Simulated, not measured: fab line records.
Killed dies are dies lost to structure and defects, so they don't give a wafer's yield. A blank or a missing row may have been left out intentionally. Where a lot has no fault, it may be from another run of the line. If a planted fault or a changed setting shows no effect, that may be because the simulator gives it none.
fab line records	flow nand-harc
record: lots: 13	wafers: 39	last-day: 24
route steps=1159 shown A_SLIT@781 A_WL_FILL@814 END@1159
lots with no fault: from the same line, run without faults
start-h: start of the lot's first displayed wafer, in hours after the record's first day	wait-h: hours from the lot's prior step to this one	" as in the row above	L1.1+2: one row covering several wafers at once	- value missing, or start not given	* or withheld: withheld	< > ~ a bound
route shown NAME@n: NAME is a module with steps in the file, n the number in the route of the first one	usual: mean and standard deviation over wafers with no fault	same: alike in all rows	chamber/n: place in a boat	sites: readings site by site	_std_site: their standard deviation	_edge_site: inner sites' mean taken away from outer sites' mean	radius-mm: how far each site lies from the wafer's centre	mask NAME#n: copy n	behind: the most recent tool/chamber to have shaped the wafer	hold: reason for holding the lot/hours on hold/outcome of the hold	device: transistor that didn't switch, given as n, p or np	end of line: the route-end tests of the same wafers	a step without rows: its recipe alone	killed: at the first sort, the dies lost to defects and structure; wafer yield is something else	map: per-die view of a wafer (x killed, . not killed, _ where there is no die)
set.NAME: the run value of the setting; set.NAME@STEP: its run value at that earlier step	model.NAME: the simulator's own value behind a step, which no gauge read
the route's steps for a sample of lots (tables are steps, rows are wafers)
services: from which hour (start-h, from the record's first day; less than 0 if before it) a tool's chamber was out of use, for how many hours, and why
== steps ==
step: NHARC_A_SLIT_DEP_23
recipe: target-thk-a: 1000	target-thk-nm: 100	temp-c: 400	pressure-torr: 3.5	flow-sccm: 200	rf-w: 350	material: SiON
usual: heater-power-w: 718/65
lot.wafer	tool	chamber	start-h	wait-h	heater-power-w	since-wet-clean-h
L675.1	pecvd-04	1	324.45	1.7	655	116
L675.2	"	2	"	"	697	116
L675.4	"	0	"	"	598	-
L678.4	pecvd-02	2	329.61	0.8	614	-
L678.5	"	0	"	"	725	-
L678.6	"	1	"	"	677	-
L680.3	pecvd-04	1	336.79	1.1	728	129
L680.5	"	2	"	"	709	-
L680.4	"	0	"	"	736	-
L677.1	pecvd-01	1	338.21	1.7	778	88
L677.4	"	1	"	"	788	-
L677.6	"	0	"	"	710	-
L681.3	pecvd-02	2	348.16	1.1	682	1
L681.6	"	1	"	"	724	-
L681.4	"	2	"	"	686	-
L682.1	pecvd-02	2	359.85	1.9	636	13
L682.4	"	0	"	"	742	-
L682.5	"	1	"	"	667	-
L683.1	pecvd-02	0	367.72	1.6	708	21
L683.5	"	1	"	"	664	-
L683.6	"	2	"	"	741	-
L685.1	pecvd-01	0	381.46	1.9	735	131
L685.4	"	1	"	"	813	-
L685.5	"	2	"	"	836	-
L687.2	pecvd-04	2	392.72	1.4	705	4
L687.5	"	1	"	"	732	-
L687.6	"	2	"	"	695	-
L692.3	pecvd-04	1	427.53	1.1	715	38
L692.5	"	2	"	"	648	-
L692.4	"	1	"	"	712	-
L697.3	pecvd-01	1	445.07	1.0	803	14
L697.4	"	1	"	"	790	-
L697.5	"	2	"	"	917	-
L695.3	pecvd-02	0	445.23	1.0	663	98
L695.2	"	1	"	"	705	98
L695.4	"	0	"	"	661	-
L698.3	pecvd-02	0	457.07	1.1	651	110
L698.6	"	1	"	"	717	-
L698.5	"	2	"	"	677	-
step: NHARC_A_SLIT_STRIP_18
recipe: o2-flow-sccm: 500	ar-flow-sccm: 0	bias-w: 0	chemistry: O2
usual: drypump-motor-current-A: 5.6/0.47	oes-product-au: 1.002/0.0095	rf-vpp-V: 57.6/0.92	showerhead-plenum-p-Torr: 3.47/0.11	throttle-valve-pct: 17.038/0.0093
lot.wafer	tool	chamber	start-h	wait-h	drypump-motor-current-A	oes-product-au	rf-hours-counter-h	rf-vpp-V	showerhead-plenum-p-Torr	throttle-valve-pct
L675.1	rie-diel-03	2	-	-	5.0	0.999	6.8	58.0	3.31	17.042
L675.4	"	3	"	"	5.7	0.996	6.6	55.9	3.44	17.033
L675.2	"	1	"	"	5.9	1.004	5.9	58.9	3.32	17.054
L678.4	rie-diel-03	3	-	-	5.7	0.996	6.7	57.6	3.44	17.033
L678.6	"	0	"	"	5.3	1.003	-	59.3	3.57	17.052
L678.5	"	1	"	"	5.9	1.003	-	57.0	3.32	17.041
L680.4	rie-diel-01	1	-	-	5.5	1.006	1.3	57.4	3.39	17.033
L680.3	"	2	"	"	6.6	1.006	1.0	58.1	3.53	17.049
L680.5	"	2	"	"	6.6	1.002	-	58.7	3.53	17.057
L677.4	rie-diel-01	0	-	-	5.2	0.997	1.8	57.2	3.59	17.046
L677.1	"	1	"	"	5.5	0.983	1.6	56.9	3.39	17.029
L677.6	"	3	"	"	5.6	0.995	-	58.0	3.44	17.032
L681.4	rie-diel-03	2	-	-	5.0	0.994	8.8	57.5	3.31	17.040
L681.3	"	3	"	"	5.7	1.002	8.6	56.9	3.43	17.031
L681.6	"	1	"	"	5.9	0.999	-	56.8	3.32	17.027
L682.1	rie-diel-03	3	-	-	5.7	1.018	9.3	56.9	3.43	17.044
L682.4	"	2	"	"	5.0	0.996	9.2	56.6	3.31	17.046
L682.5	"	0	"	"	5.3	0.999	-	58.4	3.57	17.042
L683.1	rie-diel-01	2	-	-	6.6	1.004	3.8	58.3	3.53	17.052
L683.6	"	0	"	"	5.1	1.005	-	57.7	3.59	17.039
L683.5	"	1	"	"	5.5	0.992	-	57.2	3.39	17.038
L685.1	rie-diel-01	2	-	-	6.6	1.001	5.8	57.4	3.53	17.042
L685.4	"	3	"	"	5.6	1.007	6.0	58.0	3.43	17.044
L685.5	"	1	"	"	5.5	0.999	-	57.5	3.38	17.028
L687.2	rie-diel-10	2	-	-	5.9	0.998	1.1	56.6	3.56	17.040
L687.5	"	0	"	"	5.4	0.999	-	57.5	3.49	17.032
L687.6	"	1	"	"	5.2	1.008	-	59.6	3.74	17.043
L692.4	rie-diel-01	2	-	-	6.6	1.006	8.2	56.8	3.52	17.033
L692.3	"	1	"	"	5.5	1.004	8.9	57.1	3.38	17.049
L692.5	"	2	"	"	6.6	0.994	-	59.2	3.52	17.054
L697.4	rie-diel-10	3	-	-	6.3	0.999	5.9	58.6	3.52	17.035
L697.3	"	1	"	"	5.2	0.992	5.8	59.0	3.74	17.022
L697.5	"	3	"	"	6.3	0.995	-	58.0	3.52	17.016
L695.2	rie-diel-03	2	-	-	5.0	0.995	4.1	57.6	3.31	17.022
L695.3	"	3	"	"	5.7	1.019	3.3	57.8	3.43	17.039
L695.4	"	0	"	"	5.3	0.995	3.7	58.3	3.57	17.051
L698.3	rie-diel-03	0	-	-	5.3	0.992	4.0	57.0	3.57	17.042
L698.6	"	3	"	"	5.7	1.015	-	58.9	3.43	17.040
L698.5	"	0	"	"	5.3	0.994	-	58.6	3.57	17.038
step: NHARC_A_WL_FILL_ETCHBACK_04
recipe: target-depth-a: 600	time-s: 120	chemistry: NF3
usual: drypump-motor-current-A: 5.62/0.23	he-backside-leak-sccm: 3.36/0.27	oes-product-au: 1.000/0.0077
lot.wafer	tool	chamber	start-h	wait-h	drypump-motor-current-A	he-backside-leak-sccm	oes-product-au	rf-hours-counter-h
L675.2	rie-metal-01	1	343.22	2.3	5.86	3.29	1.006	0.0
L675.1	"	0	"	"	5.30	3.29	1.005	0.0
L675.4	"	1	"	"	5.90	3.43	1.005	-
L678.4	rie-metal-01	1	346.09	2.0	5.91	3.35	1.003	-
L678.6	"	1	"	"	5.83	3.26	1.004	-
L678.5	"	0	"	"	5.30	3.37	1.007	-
L680.3	rie-metal-03	0	352.38	1.5	5.73	3.62	1.000	-
L680.4	"	1	"	"	5.89	3.25	1.010	-
L680.5	"	0	"	"	5.70	3.60	1.007	-
L677.1	rie-metal-01	1	355.10	2.8	5.90	3.32	0.992	0.9
L677.4	"	1	"	"	5.89	3.25	1.003	-
L677.6	"	0	"	"	5.30	3.33	1.008	-
L681.4	rie-metal-02	0	365.63	2.0	5.50	3.58	0.976	-
L681.3	"	1	"	"	5.46	3.20	1.001	-
L681.6	"	1	"	"	5.49	3.31	1.005	-
L682.1	rie-metal-03	1	381.80	2.4	5.93	3.51	0.985	3.0
L682.4	"	0	"	"	5.71	3.37	0.992	-
L682.5	"	1	"	"	5.93	3.12	0.996	-
L683.1	rie-metal-01	1	386.47	2.9	5.86	3.25	1.007	1.7
L683.6	"	0	"	"	5.30	2.94	0.996	-
L683.5	"	1	"	"	5.81	3.15	0.991	-
L685.1	rie-metal-03	0	399.59	2.4	5.73	3.40	1.014	3.4
L685.4	"	0	"	"	5.74	3.43	0.808	-
L685.5	"	0	"	"	5.70	3.50	1.003	-
L687.2	rie-metal-03	1	409.99	2.4	5.91	3.06	0.789	3.8
L687.6	"	1	"	"	5.93	3.06	0.994	-
L687.5	"	0	"	"	5.72	3.47	0.992	-
L692.3	rie-metal-02	0	444.57	2.0	5.49	3.50	1.001	-
L692.4	"	1	"	"	5.39	3.42	1.013	-
L692.5	"	1	"	"	5.39	3.42	1.019	-
L697.3	rie-metal-02	1	471.64	1.6	5.42	3.20	0.993	-
L697.4	"	1	"	"	5.44	3.36	1.000	-
L697.5	"	1	"	"	5.41	3.24	0.994	-
L695.2	rie-metal-01	1	473.99	2.4	5.87	3.43	1.003	3.6
L695.4	"	0	"	"	5.29	3.19	1.009	-
L695.3	"	1	"	"	5.87	3.42	1.008	-
L698.3	rie-metal-03	1	474.44	2.0	5.92	3.49	0.985	-
L698.5	"	0	"	"	5.73	3.48	0.992	-
L698.6	"	1	"	"	5.90	3.27	0.986	-
step: NHARC_A_WL_FILL_STRIP_27
recipe: power-w: 1500	temp-c: 250	time-s: 20	chemistry: N2/H2
usual: drypump-motor-current-A: 6.22/0.091	heater-power-w: 329/13
lot.wafer	tool	chamber	start-h	wait-h	drypump-motor-current-A	heater-power-w	rf-hours-counter-h
L675.1	plasma-asher-01	1	343.60	0.1	6.11	327	18
L675.2	"	0	"	"	6.25	324	18
L675.4	"	1	"	"	6.13	330	-
L678.4	plasma-asher-01	0	346.48	0.2	6.20	314	-
L678.5	"	1	"	"	6.10	319	-
L678.6	"	0	"	"	6.17	307	-
L680.3	plasma-asher-02	1	352.74	0.1	6.37	347	-
L680.4	"	0	"	"	6.16	324	-
L680.5	"	0	"	"	6.22	329	-
L677.1	plasma-asher-02	1	355.51	0.1	6.36	341	56
L677.4	"	0	"	"	6.21	330	-
L677.6	"	1	"	"	6.39	346	-
L681.4	plasma-asher-01	0	366.51	0.7	6.20	325	-
L681.3	"	1	"	"	6.12	319	-
L681.6	"	1	"	"	6.12	329	-
L682.1	plasma-asher-01	1	382.20	0.1	6.15	326	34
L682.4	"	1	"	"	6.13	318	-
L682.5	"	1	"	"	6.14	317	-
L683.1	plasma-asher-02	0	386.84	0.1	6.22	340	6
L683.5	"	1	"	"	6.39	361	-
L683.6	"	0	"	"	6.16	324	-
L685.1	plasma-asher-01	0	399.97	0.1	6.22	317	40
L685.4	"	0	"	"	6.23	321	-
L685.5	"	1	"	"	6.16	324	-
L687.2	plasma-asher-02	0	410.37	0.1	6.19	330	13
L687.6	"	0	"	"	6.23	334	-
L687.5	"	1	"	"	6.40	358	-
L692.3	plasma-asher-01	0	445.16	0.4	6.23	318	-
L692.4	"	1	"	"	6.16	317	-
L692.5	"	0	"	"	6.23	321	-
L697.4	plasma-asher-02	0	472.20	0.2	6.19	328	-
L697.3	"	1	"	"	6.33	352	-
L697.5	"	0	"	"	6.22	332	-
L695.2	plasma-asher-01	0	474.34	0.1	6.22	311	4
L695.4	"	0	"	"	6.20	310	-
L695.3	"	1	"	"	6.14	330	-
L698.3	plasma-asher-01	0	474.78	0.2	6.21	309	-
L698.6	"	1	"	"	6.14	328	-
L698.5	"	0	"	"	6.19	305	-
step: NHARC_END_SORT_01
recipe: temp-c: 25
usual: killed-at-array: 26/11	killed-at-other: 0.6/1	killed-at-periphery: 3.1/2.1	killed-dies: 30/11	killed-open: 3.4/1.8	killed-short: 2.1/1.5
same: gross-dies: 677
lot.wafer	tool	chamber	start-h	wait-h	killed-at-array	killed-at-other	killed-at-periphery	killed-dies	killed-open	killed-short
L685.1	prober-02	0	502.39	2.5	24	0	3	27	5	2
L685.4	prober-02	0	504.76	3.4	233	1	7	241	5	5
L685.5	prober-02	0	505.55	3.7	21	0	1	22	3	0
L687.2	prober-02	0	511.55	2.8	190	0	7	197	7	2
L687.5	prober-02	0	513.95	3.7	14	0	4	18	2	3
L687.6	prober-02	0	514.75	4.0	6	1	5	12	3	0
L692.3	prober-02	0	540.70	3.1	18	6	3	27	4	2
L692.4	prober-02	0	541.51	3.4	11	1	6	18	1	3
L692.5	prober-02	0	542.32	3.7	21	2	3	26	5	3
killed by level:class
L685.1 A_CHANNEL_HOLE_D1:chamber-film-flake=17 P_CONTACT:geometric-particle:short=1 P_M2:geometric-particle:open=1 A_SOURCE_PLATE:geometric-particle:open=1 A_CHANNEL_FILL_D1:geometric-particle:open=1 A_CHANNEL_FILL_D1:geometric-particle:short=1 A_CONTACT:geometric-particle:open=1 A_BLC:geometric-particle:open=1
L685.4 A_WL_FILL:area-etchback=208 A_CHANNEL_HOLE_D1:chamber-film-flake=13 P_ZERO_WELL:chamber-film-flake=4 A_CHANNEL_FILL_D1:chamber-film-flake=3 A_CONTACT:geometric-particle:open=2 P_CONTACT:geometric-particle:open=1 P_M2:geometric-particle:open=1 A_SOURCE_PLATE:geometric-particle:short=1
L685.5 A_CHANNEL_HOLE_D1:chamber-film-flake=15 A_M0:geometric-particle:open=2 A_CONTACT:chamber-film-flake=2 A_CHANNEL_FILL_D1:geometric-particle:open=1 P_ZERO_WELL:chamber-film-flake=1 A_WL_FILL:chamber-film-flake=1
L687.2 A_WL_FILL:area-etchback=177 P_CONTACT:geometric-particle:open=3 A_CHANNEL_HOLE_D1:chamber-film-flake=3 A_SOURCE_PLATE:geometric-particle:open=2 P_STI:chamber-film-flake=2 A_STAIRCASE:chamber-film-flake=2 P_GATE:geometric-particle:open=1 P_M0:geometric-particle:short=1
L687.5 A_BONDPAD:chamber-film-flake=5 A_CHANNEL_HOLE_D1:chamber-film-flake=4 P_M0:geometric-particle:short=1 P_M0:geometric-particle:open=1 A_CONTACT:geometric-particle:short=1 A_CONTACT:geometric-particle:open=1 A_M0:geometric-particle:short=1 P_STI:chamber-film-flake=1
L687.6 A_CHANNEL_HOLE_D1:chamber-film-flake=3 P_CONTACT:geometric-particle:open=2 A_SGD_CUT:geometric-particle:open=1 P_STI:chamber-film-flake=1 P_GATE:chamber-film-flake=1 P_M2:chamber-film-flake=1 A_SLIT:chamber-film-flake=1 A_WL_FILL:chamber-film-flake=1
L692.3 A_CHANNEL_HOLE_D1:chamber-film-flake=7 THIN_TSV:chamber-film-flake=6 A_CONTACT:chamber-film-flake=5 A_CONTACT:geometric-particle:open=2 P_CONTACT:chamber-film-flake=2 P_M0:geometric-particle:open=1 A_WL_FILL:geometric-particle:short=1 A_M0:geometric-particle:short=1
L692.4 A_CHANNEL_HOLE_D1:chamber-film-flake=5 P_M0:geometric-particle:short=2 P_CONTACT:chamber-film-flake=2 A_CONTACT:chamber-film-flake=2 P_M0:geometric-particle:open=1 A_SGD_CUT:geometric-particle:short=1 P_GATE:chamber-film-flake=1 A_STAIRCASE:chamber-film-flake=1
L692.5 A_CHANNEL_HOLE_D1:chamber-film-flake=5 A_STAIRCASE:chamber-film-flake=4 A_CONTACT:chamber-film-flake=3 P_CONTACT:chamber-film-flake=2 THIN_TSV:chamber-film-flake=2 P_GATE:geometric-particle:open=1 A_ONON_D1:geometric-particle:short=1 A_CHANNEL_FILL_D1:geometric-particle:short=1
== services ==
tool	chamber	start-h	hours	kind
rie-diel-01	0	304.14	4.4	repair
rie-diel-01	-	314.80	9.0	pm
plasma-asher-01	-	322.32	0.3	repair
pecvd-01	2	328.29	33.3	repair
pecvd-02	-	330.81	2.6	repair
rie-metal-01	-	332.00	9.0	pm
pecvd-02	-	334.15	13.0	pm
rie-metal-03	-	344.99	1.6	repair
plasma-asher-01	-	352.35	5.3	repair
plasma-asher-02	-	360.24	9.0	pm
rie-metal-03	0	363.74	4.6	repair
pecvd-04	-	371.89	0.5	repair
pecvd-04	-	376.11	13.0	pm
rie-diel-01	3	382.26	3.8	repair
rie-diel-03	-	392.30	9.0	pm
rie-diel-01	0	395.84	10.0	repair
rie-diel-01	-	399.08	0.2	repair
rie-diel-03	3	411.44	4.4	repair
rie-metal-01	1	422.97	19.5	repair
plasma-asher-01	-	423.98	1.3	repair
rie-metal-03	-	437.05	0.6	repair
rie-metal-03	-	453.00	9.0	pm
plasma-asher-01	-	454.32	9.0	pm
pecvd-02	-	462.81	3.0	repair
== key ==
first-sign: step: NHARC_A_WL_FILL_ETCHBACK_04	reading: oes-product-au	direction: down	sigmas: 26	usual: 1.000	struck: 0.799
effect: step: NHARC_END_SORT_01	reading: killed-dies	direction: up	sigmas: 17	usual: 30	struck: 219
more-kills-born-at: NHARC_A_WL_FILL_ETCHBACK_04@rie-metal-03: 385
met-at NHARC_A_WL_FILL_ETCHBACK_04
struck-lots L685,L687
struck-wafers L685.4,L687.2
tester-left-out L685,L687
not-acting-at NHARC_A_SLIT_DEP_23,NHARC_A_SLIT_STRIP_18,NHARC_A_WL_FILL_STRIP_27
onset-between 381.80 399.59
fault: kind: process-parameter-drift	tool: rie-metal-03	chamber: -	onset-h: 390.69	steps: NHARC_A_WL_FILL_ETCHBACK_04	channel: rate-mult	offset: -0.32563	shape: step	end-h: 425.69	scope: struck-wafers-only
tester-left-out: of these lots the tester's yield and bins aren't shown, on N5 and GAA mostly nor the transistor test; their killed dies are dies lost to structure and defects alone, not to doping, threshold or leakage, so they don't give the yield
